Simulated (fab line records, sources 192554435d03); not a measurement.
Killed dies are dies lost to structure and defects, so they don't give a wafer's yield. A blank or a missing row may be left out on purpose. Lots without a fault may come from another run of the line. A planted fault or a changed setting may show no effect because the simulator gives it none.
Chamber matching | flow n5_finfet | N5_BEOL_M4_ETCH_74 on rie_diel-04: 4 sister chambers
The step etches underlayer in N2/H2, target depth 6.5 nm, time 5.2 s. 8 wafers are shown with their chamber, then 11 later ones without.

WAFERS WITH THEIR CHAMBER
wafer  | chamber | showerhead_plenum_p_Torr (Torr) | drypump_motor_current_A (A)
L081.5 | 0       | 2.56                            | 4.8
L087.2 | 0       | 2.55                            | 4.7
L087.3 | 3       | 2.41                            | 5.7
L089.2 | 2       | 2.58                            | 5.8
L089.3 | 3       | 2.41                            | 5.8
L088.4 | 2       | 2.58                            | 5.8
L088.6 | 1       | 2.62                            | 5.9
L091.2 | 1       | 2.61                            | 6.0

WAFERS WITHOUT THEIR CHAMBER
wafer  | showerhead_plenum_p_Torr (Torr) | drypump_motor_current_A (A)
L091.4 | 2.54                            | 4.8
L091.6 | 2.61                            | 6.0
L093.1 | 2.61                            | 5.9
L093.5 | 2.40                            | 5.8
L093.6 | 2.57                            | 5.8
L095.2 | 2.57                            | 5.8
L095.3 | 2.54                            | 4.8
L095.4 | 2.40                            | 5.8
L097.1 | 2.54                            | 4.8
L097.2 | 2.61                            | 5.9
L097.3 | 2.57                            | 5.8

WHICH CHAMBER EACH WENT THROUGH
wafer  | from the rows above | in truth
L091.4 | 0                   | 0
L091.6 | 1                   | 1
L093.1 | 1                   | 1
L093.5 | 3                   | 3
L093.6 | 2                   | 2
L095.2 | 2                   | 2
L095.3 | 0                   | 0
L095.4 | 3                   | 3
L097.1 | 0                   | 0
L097.2 | 1                   | 1
L097.3 | 2                   | 2
Placed correctly: 11 of 11. Can't be placed from these rows: 0. Placed wrongly: 0.
How it was worked out, from the rows above alone: a wafer's distance from a chamber is the root of the sum, over the readings, of the square of ((its reading less the chamber's mean) divided by the reading's scatter). The wafer belongs to the nearest chamber; if the next one is less than 2 further off, it can't be placed. A chamber's mean is the mean of its shown wafers. The scatter: the root of (the sum of the squares of (reading less its chamber's mean) over the shown wafers, divided by (wafers less chambers)).
